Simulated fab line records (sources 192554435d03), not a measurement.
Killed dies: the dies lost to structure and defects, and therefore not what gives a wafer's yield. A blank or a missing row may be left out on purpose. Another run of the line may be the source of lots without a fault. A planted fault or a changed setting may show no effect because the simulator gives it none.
What tool caused it? / flow n5_finfet / 10 lots, 27 wafers sampled, at 4 steps of a route of 1938

## WHAT THE GAUGES READ, wafer by wafer
N5_PASSIVATION_CD_MEAS_44: target cd 40000 nm.
lot=L889; measured=day 12 21:23; on=cd_sem-03; cd_nm (nm)=40000 39997 40002
lot=L890; measured=day 12 21:34; on=cd_sem-02; cd_nm (nm)=40001 40009 40003
lot=L892; measured=day 12 20:41; on=cd_sem-01; cd_nm (nm)=40001 40002 40000
lot=L895; measured=day 14 08:38; on=cd_sem-01; cd_nm (nm)=40009 40079
lot=L897; measured=day 14 13:10; on=cd_sem-02; cd_nm (nm)=40006 40074
lot=L898; measured=day 14 21:40; on=cd_sem-02; cd_nm (nm)=39997 40072
lot=L902; measured=day 15 20:04; on=cd_sem-03; cd_nm (nm)=39996 40002 40002
lot=L903; measured=day 17 09:26; on=cd_sem-03; cd_nm (nm)=40002 39997 39998
lot=L907; measured=day 17 08:43; on=cd_sem-02; cd_nm (nm)=40008 39997 40002
lot=L911; measured=day 18 12:07; on=cd_sem-01; cd_nm (nm)=40005 40000 40008

## EACH LOT AND THE TOOL THAT RAN IT (in order: tool; ch and the chambers of the sampled wafers; start)
lot=L889; N5_MIM_TOP_LITHO_DESCUM_10=rie_diel-06 ch 0,1,2, day 12 12:03; N5_MIM_BOT_ETCH_ETCH_00=rie_metal-03 ch 1, day 12 13:10; N5_PASSIVATION_EXPOSE_41=krf_scanner-02 ch 0, day 12 21:13
lot=L890; N5_MIM_TOP_LITHO_DESCUM_10=rie_diel-06 ch 0,1, day 12 12:17; N5_MIM_BOT_ETCH_ETCH_00=rie_metal-03 ch 1, day 12 13:33; N5_PASSIVATION_EXPOSE_41=krf_scanner-01 ch 0, day 12 21:23
lot=L892; N5_MIM_TOP_LITHO_DESCUM_10=rie_diel-06 ch 2,3, day 12 13:09; N5_MIM_BOT_ETCH_ETCH_00=rie_metal-01 ch 0,1, day 12 14:16; N5_PASSIVATION_EXPOSE_41=krf_scanner-01 ch 0, day 12 20:31
lot=L895; N5_MIM_TOP_LITHO_DESCUM_10=rie_diel-02 ch 0,2, day 14 00:07; N5_MIM_BOT_ETCH_ETCH_00=rie_metal-01 ch 0,1, day 14 01:38; N5_PASSIVATION_EXPOSE_41=krf_scanner-01 ch 0, day 14 08:28
lot=L897; N5_MIM_TOP_LITHO_DESCUM_10=rie_diel-02 ch 0,2, day 14 07:26; N5_MIM_BOT_ETCH_ETCH_00=rie_metal-01 ch 0, day 14 08:30; N5_PASSIVATION_EXPOSE_41=krf_scanner-01 ch 0, day 14 13:00
lot=L898; N5_MIM_TOP_LITHO_DESCUM_10=rie_diel-06 ch 0, day 14 14:46; N5_MIM_BOT_ETCH_ETCH_00=rie_metal-02 ch 0, day 14 15:54; N5_PASSIVATION_EXPOSE_41=krf_scanner-01 ch 0, day 14 21:29
lot=L902; N5_MIM_TOP_LITHO_DESCUM_10=rie_diel-06 ch 0,2,3, day 15 12:18; N5_MIM_BOT_ETCH_ETCH_00=rie_metal-03 ch 0,1, day 15 13:26; N5_PASSIVATION_EXPOSE_41=krf_scanner-02 ch 0, day 15 19:53
lot=L903; N5_MIM_TOP_LITHO_DESCUM_10=rie_diel-06 ch 0,1, day 17 01:05; N5_MIM_BOT_ETCH_ETCH_00=rie_metal-03 ch 0,1, day 17 02:20; N5_PASSIVATION_EXPOSE_41=krf_scanner-01 ch 0, day 17 09:14
lot=L907; N5_MIM_TOP_LITHO_DESCUM_10=rie_diel-06 ch 0,1,2, day 17 01:11; N5_MIM_BOT_ETCH_ETCH_00=rie_metal-01 ch 0,1, day 17 02:29; N5_PASSIVATION_EXPOSE_41=krf_scanner-01 ch 0, day 17 08:32
lot=L911; N5_MIM_TOP_LITHO_DESCUM_10=rie_diel-01 ch 0,1,2, day 18 05:35; N5_MIM_BOT_ETCH_ETCH_00=rie_metal-03 ch 0,1, day 18 06:43; N5_PASSIVATION_EXPOSE_41=krf_scanner-01 ch 0, day 18 11:56
- N5_MIM_TOP_LITHO_DESCUM_10: chemistry O2, time 7.9 s.
- N5_MIM_BOT_ETCH_ETCH_00: etches TiN in Cl2/BCl3, target depth 45.5 nm.
- N5_PASSIVATION_EXPOSE_41: exposes mask PASS OPEN, defocus 0 nm, target cd 40000 nm.

## THE ANSWER, worked out from the rows above alone
Rule: what is usual is taken from the lots themselves. Put in order of their means at a reading, lots are off if they are a third of the lots or fewer, leave a main group of 4 or more, and stand apart from it by a gap of 3 or more times the standard deviation of the main group's means; of several such gaps the widest counts. Not used: any main group whose means are identical at the precision the tables above print for the reading. A lot without any number at a reading at which 4 lots or more have one is off too. Any other lot the step has rows for is counted as sound.
Off: L895, L897, L898 (N5_PASSIVATION_CD_MEAS_44, cd_nm). Main group: mean 40002 nm, sd 2.
If a tool, at a process step before that reading, ran all the lots that are off and no sound lot after the first of them, it fits. Those tools and the gauges at N5_PASSIVATION_CD_MEAS_44 are tried in the same way. No candidate that was tried fits.

## WHAT THE SIMULATOR HAD INSERTED
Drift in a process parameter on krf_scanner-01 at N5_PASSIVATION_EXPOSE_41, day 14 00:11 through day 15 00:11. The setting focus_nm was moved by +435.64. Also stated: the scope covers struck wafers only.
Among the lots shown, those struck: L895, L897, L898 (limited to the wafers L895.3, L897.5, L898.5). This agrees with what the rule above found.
